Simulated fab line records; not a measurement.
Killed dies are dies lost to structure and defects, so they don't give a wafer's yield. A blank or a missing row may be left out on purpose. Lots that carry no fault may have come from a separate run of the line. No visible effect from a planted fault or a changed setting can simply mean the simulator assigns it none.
What tool caused it?    flow nand-harc    13 lots, 39 wafers sampled, at 5 steps of a route of 1159

WHAT THE GAUGES SHOWED, per wafer
NHARC_END_SORT_01. Usual: killed-at-array 28, standard deviation 11; killed-at-other 0.7, standard deviation 0.88; killed-at-periphery 3.1, standard deviation 2.2; killed-dies 31, standard deviation 12; killed-open 3.3, standard deviation 2; killed-short 2.0, standard deviation 1.6.
lot   measured      on         killed-at-array  killed-at-other  killed-at-periphery  killed-dies  killed-open  killed-short  flag
L531  day 25 01:49  prober-02  44 41 54         1 0 0            3 7 5                48 48 59     2 7 1        1 0 1         

WHICH TOOL RAN EACH LOT (tool, then ch and the chambers of the sampled wafers, then the start)
lot   NHARC_A_SGD_CUT_ETCH_59                        NHARC_A_SGD_CUT_STRIP_17                       NHARC_A_SGD_CUT_CMP_21         NHARC_A_SLIT_SOFTBAKE_04
L511  rie-diel-09 ch 0,1,2, day 13 13:34 or earlier  rie-diel-09 ch 0,1,2, day 13 13:34 or earlier  cmp-03 ch 0,1,3, day 13 13:34  litho-track-06 ch 0, day 13 19:00
L514  rie-diel-09 ch 0,2,3, day 14 17:13 or earlier  rie-diel-09 ch 0,1,3, day 14 17:13 or earlier  cmp-03 ch 1,2,3, day 14 17:13  litho-track-04 ch 0, day 14 20:00
L512  rie-diel-03 ch 1,2,3, day 14 17:13 or earlier  rie-diel-03 ch 1,2,3, day 14 17:13 or earlier  cmp-04 ch 0,1,2, day 14 17:13  litho-track-01 ch 0, day 14 20:00
L515  rie-diel-06 ch 1,2, day 14 23:19 or earlier    rie-diel-06 ch 0,2,3, day 14 23:19 or earlier  cmp-03 ch 0,1,3, day 14 23:19  litho-track-04 ch 0, day 15 04:00
L519  rie-diel-03 ch 0,2,3, day 16 02:13 or earlier  rie-diel-03 ch 0,2,3, day 16 02:13 or earlier  cmp-04 ch 0,3, day 16 02:13    litho-track-06 ch 0, day 16 10:00
L520  rie-diel-09 ch 1,3, day 16 15:52 or earlier    rie-diel-09 ch 0,2, day 16 15:52 or earlier    cmp-03 ch 1,2, day 16 15:52    litho-track-04 ch 0, day 16 22:00
L521  rie-diel-03 ch 2,3, day 16 15:55 or earlier    rie-diel-03 ch 0,1,3, day 16 15:55 or earlier  cmp-04 ch 1,2,3, day 16 15:55  litho-track-04 ch 0, day 16 21:00
L522  rie-diel-06 ch 2,3, day 16 20:35 or earlier    rie-diel-06 ch 2,3, day 16 20:35 or earlier    cmp-04 ch 0,2,3, day 16 20:35  litho-track-06 ch 0, day 17 03:00
L523  rie-diel-06 ch 0,2, day 17 11:53               rie-diel-06 ch 0,2, day 17 12:44               cmp-03 ch 2,3, day 17 19:14    litho-track-06 ch 0, day 17 22:00
L526  rie-diel-06 ch 0,2, day 17 19:04 or earlier    rie-diel-06 ch 0,2,3, day 17 19:04 or earlier  cmp-02 ch 0,1,3, day 17 19:04  litho-track-01 ch 0, day 17 22:00
L527  rie-diel-09 ch 0,1,3, day 18 23:38 or earlier  rie-diel-09 ch 0,2,3, day 18 23:38 or earlier  cmp-04 ch 1,2,3, day 18 23:38  litho-track-01 ch 0, day 19 04:00
L532  rie-diel-03 ch 1,3, day 19 03:35 or earlier    rie-diel-03 ch 0,3, day 19 03:35 or earlier    cmp-03 ch 0,2,3, day 19 03:35  litho-track-01 ch 0, day 19 08:00
L531  rie-diel-03 ch 0,1, day 19 03:37 or earlier    rie-diel-03 ch 0,2, day 19 03:37 or earlier    cmp-04 ch 2,3, day 19 03:37    litho-track-06 ch 0, day 19 08:00
- NHARC_A_SGD_CUT_ETCH_59: etches the open film in N2/H2, target depth 260 nm, time 406.25 s.
- NHARC_A_SGD_CUT_STRIP_17: strips in O2.
- NHARC_A_SGD_CUT_CMP_21: polishes, target thk 148.19 nm.
- NHARC_A_SLIT_SOFTBAKE_04: time 55 s.

WHAT THE TOOLS THEMSELVES READ (means of the sampled wafers that have a number; where no wafer has one, the mark that the record gives instead)
NHARC_A_SGD_CUT_ETCH_59. Usual: drypump-motor-current-A 5.7 A, standard deviation 0.46; oes-product-au 1.006 a.u., standard deviation 0.011; rf-vpp-V 429.8 V, standard deviation 2.9; showerhead-plenum-p-Torr 2.01 Torr, standard deviation 0.1; throttle-valve-pct 14.171 %, standard deviation 0.0088.
lot   tool         drypump-motor-current-A (A)  oes-product-au (a.u.)  rf-vpp-V (V)  showerhead-plenum-p-Torr (Torr)  throttle-valve-pct (%)  flag
L511  rie-diel-09  5.3                          1.004                  428.2         1.96                             14.168                  
L514  rie-diel-09  5.8                          1.002                  427.3         1.94                             14.168                  
L512  rie-diel-03  5.7                          1.010                  428.0         1.95                             14.168                  
L515  rie-diel-06  6.0                          1.010                  431.1         2.09                             14.170                  
L519  rie-diel-03  5.9                          1.018                  430.0         2.00                             14.165                  
L520  rie-diel-09  6.0                          0.999                  427.1         1.94                             14.171                  
L521  rie-diel-03  5.9                          1.003                  428.1         1.95                             14.181                  
L522  rie-diel-06  6.3                          1.012                  434.1         2.18                             14.168                  
L523  rie-diel-06  5.5                          1.005                  433.6         2.14                             14.173                  
L526  rie-diel-06  5.7                          1.002                  434.4         2.17                             14.179                  
L527  rie-diel-09  5.8                          1.008                  428.6         1.95                             14.165                  
L532  rie-diel-03  5.8                          1.008                  426.4         1.89                             14.169                  
L531  rie-diel-03  5.8                          1.002                  427.1         1.94                             14.171                  

NHARC_A_SGD_CUT_STRIP_17. Usual: drypump-motor-current-A 5.8 A, standard deviation 0.46; oes-product-au 1.004 a.u., standard deviation 0.011; rf-vpp-V 57.7 V, standard deviation 0.94; showerhead-plenum-p-Torr 3.49 Torr, standard deviation 0.16; throttle-valve-pct 17.037 %, standard deviation 0.0099.
lot   tool         drypump-motor-current-A (A)  oes-product-au (a.u.)  rf-vpp-V (V)  showerhead-plenum-p-Torr (Torr)  throttle-valve-pct (%)  flag
L511  rie-diel-09  5.3                          1.002                  56.9          3.41                             17.028                  
L514  rie-diel-09  5.8                          1.001                  57.1          3.40                             17.027                  
L512  rie-diel-03  5.8                          1.011                  57.8          3.38                             17.042                  
L515  rie-diel-06  5.9                          1.010                  57.3          3.73                             17.039                  
L519  rie-diel-03  5.9                          1.011                  56.7          3.47                             17.027                  
L520  rie-diel-09  5.5                          1.008                  57.4          3.39                             17.040                  
L521  rie-diel-03  5.9                          1.011                  57.2          3.39                             17.034                  
L522  rie-diel-06  6.4                          1.010                  58.2          3.75                             17.047                  
L523  rie-diel-06  5.8                          0.999                  58.3          3.73                             17.041                  
L526  rie-diel-06  5.9                          1.005                  58.3          3.72                             17.040                  
L527  rie-diel-09  5.8                          0.999                  57.5          3.37                             17.033                  
L532  rie-diel-03  6.0                          1.010                  58.1          3.38                             17.039                  
L531  rie-diel-03  5.8                          1.005                  57.3          3.54                             17.036                  

NHARC_A_SGD_CUT_CMP_21. Usual: motor-current-A 12.4 A, standard deviation 1.4; time-to-endpoint-s 52 s, standard deviation 4.1.
lot   tool    motor-current-A (A)  time-to-endpoint-s (s)  flag
L511  cmp-03  12.3                 51                      
L514  cmp-03  13.0                 50                      
L512  cmp-04  11.9                 50                      
L515  cmp-03  11.8                 52                      
L519  cmp-04  12.6                 57                      
L520  cmp-03  14.2                 51                      
L521  cmp-04  13.0                 53                      
L522  cmp-04  12.6                 59                      
L523  cmp-03  13.1                 51                      
L526  cmp-02  10.6                 51                      
L527  cmp-04  12.5                 50                      
L532  cmp-03  12.8                 51                      
L531  cmp-04  13.2                 53                      

NHARC_A_SLIT_SOFTBAKE_04. Usual: heater-power-total-W 188.46 W, standard deviation 0.14.
lot   tool            heater-power-total-W (W)  flag
L511  litho-track-06  188.49                    
L514  litho-track-04  188.50                    
L512  litho-track-01  188.38                    
L515  litho-track-04  209.51                    OFF
L519  litho-track-06  188.40                    
L520  litho-track-04  209.49                    OFF
L521  litho-track-04  209.48                    OFF
L522  litho-track-06  188.34                    
L523  litho-track-06  188.50                    
L526  litho-track-01  188.32                    
L527  litho-track-01  188.60                    
L532  litho-track-01  188.34                    
L531  litho-track-06  188.39                    

THE ANSWER, worked out from the rows above alone
Rule: take the mean of a lot's wafers that have a number; if it is more than 3 standard deviations from the usual mean, the lot is off. Also off: a lot with no number at a reading for which 4 or more lots have one. Any other lot the step has rows for is counted as sound. Order of review: gauges by route order, followed by the tools' own readings, for which a lot's mean as printed above is used. At the first step where some lot is off, the reading lying furthest off is the one used; lots without a number count as furthest.
Off: L515, L520, L521 (NHARC_A_SLIT_SOFTBAKE_04, heater-power-total-W).
If a tool, at that step or one of the process steps before it, ran each lot that is off and ran no sound lot following the first of them, it fits. With no start given for some of its lots, NHARC_A_SGD_CUT_ETCH_59 uses the hours and lot order of NHARC_A_SGD_CUT_CMP_21. With no start given for some of its lots, NHARC_A_SGD_CUT_STRIP_17 uses the hours and lot order of NHARC_A_SGD_CUT_CMP_21. One fits: litho-track-04 at NHARC_A_SLIT_SOFTBAKE_04. Its last sound lot is L514 (day 14 20:00), its first lot that is off L515 (day 15 04:00): a fault that began between those two fits.
The tool's own readings at NHARC_A_SLIT_SOFTBAKE_04 bear it out: on the lots that are off they differ by more than 5 times the standard deviation of the sound lots' means. heater-power-total-W reads 209.49 W there against 188.43 W on the sound lots.

WHAT THE SIMULATOR PUT IN
Drift in process parameters on litho-track-04 at NHARC_A_SLIT_SOFTBAKE_04, starting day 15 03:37. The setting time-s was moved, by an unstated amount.
Struck lots among those shown: L515, L520, L521. The same result came from the rule above.
